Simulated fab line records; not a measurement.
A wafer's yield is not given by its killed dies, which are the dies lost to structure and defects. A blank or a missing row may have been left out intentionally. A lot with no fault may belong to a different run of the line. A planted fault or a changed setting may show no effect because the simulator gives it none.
Matching of chambers :: flow n5 finfet :: N5_PMOS_HMC_CHANNEL_EPI_FIN_RECESS_16 on rie si-01 has 4 sister chambers
The step chemistry HBr/Cl2, target Si, target depth 54 nm, time 18 s. 18 wafers are shown with their chamber, then 9 later ones without.

== WAFERS WITH THEIR CHAMBER ==
wafer: L074.4
chamber: 3
throttle valve pct (%): 35.0
drypump motor current A (A): 5.7
oes product au (a.u.): 1.000

wafer: L074.5
chamber: 2
throttle valve pct (%): 35.3
drypump motor current A (A): 5.9
oes product au (a.u.): 0.988

wafer: L074.6
chamber: 1
throttle valve pct (%): 35.4
drypump motor current A (A): 5.5
oes product au (a.u.): 1.002

wafer: L078.1
chamber: 3
throttle valve pct (%): 35.0
drypump motor current A (A): 5.7
oes product au (a.u.): 0.994

wafer: L078.3
chamber: 2
throttle valve pct (%): 35.3
drypump motor current A (A): 5.8
oes product au (a.u.): 0.987

wafer: L078.6
chamber: 3
throttle valve pct (%): 35.0
drypump motor current A (A): 5.7
oes product au (a.u.): 0.993

wafer: L081.1
chamber: 2
throttle valve pct (%): 35.3
drypump motor current A (A): 5.9
oes product au (a.u.): 0.982

wafer: L081.3
chamber: 1
throttle valve pct (%): 35.3
drypump motor current A (A): 5.4
oes product au (a.u.): 1.011

wafer: L081.5
chamber: 2
throttle valve pct (%): 35.3
drypump motor current A (A): 5.8
oes product au (a.u.): 0.979

wafer: L086.1
chamber: 3
throttle valve pct (%): 35.0
drypump motor current A (A): 5.7
oes product au (a.u.): 0.997

wafer: L086.4
chamber: 1
throttle valve pct (%): 35.3
drypump motor current A (A): 5.5
oes product au (a.u.): 1.005

wafer: L086.5
chamber: 2
throttle valve pct (%): 35.3
drypump motor current A (A): 5.9
oes product au (a.u.): 0.991

wafer: L087.2
chamber: 3
throttle valve pct (%): 35.0
drypump motor current A (A): 5.7
oes product au (a.u.): 0.993

wafer: L087.5
chamber: 1
throttle valve pct (%): 35.4
drypump motor current A (A): 5.5
oes product au (a.u.): 0.999

wafer: L087.6
chamber: 0
throttle valve pct (%): 35.8
drypump motor current A (A): 6.2
oes product au (a.u.): 0.980

wafer: L088.3
chamber: 1
throttle valve pct (%): 35.4
drypump motor current A (A): 5.5
oes product au (a.u.): 0.999

wafer: L088.4
chamber: 2
throttle valve pct (%): 35.3
drypump motor current A (A): 5.9
oes product au (a.u.): 0.977

wafer: L088.6
chamber: 3
throttle valve pct (%): 35.0
drypump motor current A (A): 5.7
oes product au (a.u.): 0.994

SIGNATURES (averages over the wafers above)
reading: throttle valve pct
chamber 0: 35.800
chamber 1: 35.360
chamber 2: 35.300
chamber 3: 35.000
scatter within a chamber: 0.0293

reading: drypump motor current A
chamber 0: 6.200
chamber 1: 5.480
chamber 2: 5.867
chamber 3: 5.700
scatter within a chamber: 0.039

reading: oes product au
chamber 0: 0.98000
chamber 1: 1.00320
chamber 2: 0.98400
chamber 3: 0.99517
scatter within a chamber: 0.00456
Rule: for a wafer and a chamber, the distance is found by dividing, reading by reading, the gap between the wafer's reading and the chamber's mean by the reading's scatter, squaring, summing and taking the root. If the next closest chamber is less than 2 further off than the closest, the wafer can't be placed; otherwise it belongs to the closest. The scatter is the square root of a quotient: the sum, over the shown wafers, of each reading's squared deviation from its chamber's mean, divided by wafers minus chambers.

== WAFERS WITH NO CHAMBER GIVEN ==
wafer: L091.1
throttle valve pct (%): 35.8
drypump motor current A (A): 6.2
oes product au (a.u.): 0.981

wafer: L091.3
throttle valve pct (%): 35.4
drypump motor current A (A): 5.4
oes product au (a.u.): 1.009

wafer: L091.6
throttle valve pct (%): 35.8
drypump motor current A (A): 6.1
oes product au (a.u.): 0.973

wafer: L094.1
throttle valve pct (%): 35.3
drypump motor current A (A): 5.9
oes product au (a.u.): 0.981

wafer: L094.2
throttle valve pct (%): 35.0
drypump motor current A (A): 5.7
oes product au (a.u.): 0.996

wafer: L094.6
throttle valve pct (%): 35.0
drypump motor current A (A): 5.7
oes product au (a.u.): 0.999

wafer: L095.1
throttle valve pct (%): 35.4
drypump motor current A (A): 5.5
oes product au (a.u.): 1.003

wafer: L095.3
throttle valve pct (%): 35.3
drypump motor current A (A): 5.8
oes product au (a.u.): 0.990

wafer: L095.5
throttle valve pct (%): 35.8
drypump motor current A (A): 6.1
oes product au (a.u.): 0.979

== CHAMBER TAKEN BY EACH ==
wafer: L091.1
from the rows above: 0
in truth: 0

wafer: L091.3
from the rows above: 1
in truth: 1

wafer: L091.6
from the rows above: 0
in truth: 0

wafer: L094.1
from the rows above: 2
in truth: 2

wafer: L094.2
from the rows above: 3
in truth: 3

wafer: L094.6
from the rows above: 3
in truth: 3

wafer: L095.1
from the rows above: 1
in truth: 1

wafer: L095.3
from the rows above: 2
in truth: 2

wafer: L095.5
from the rows above: 0
in truth: 0
Correct placement for 9 of the 9. Not placeable from these rows: 0. Placed wrongly: 0.
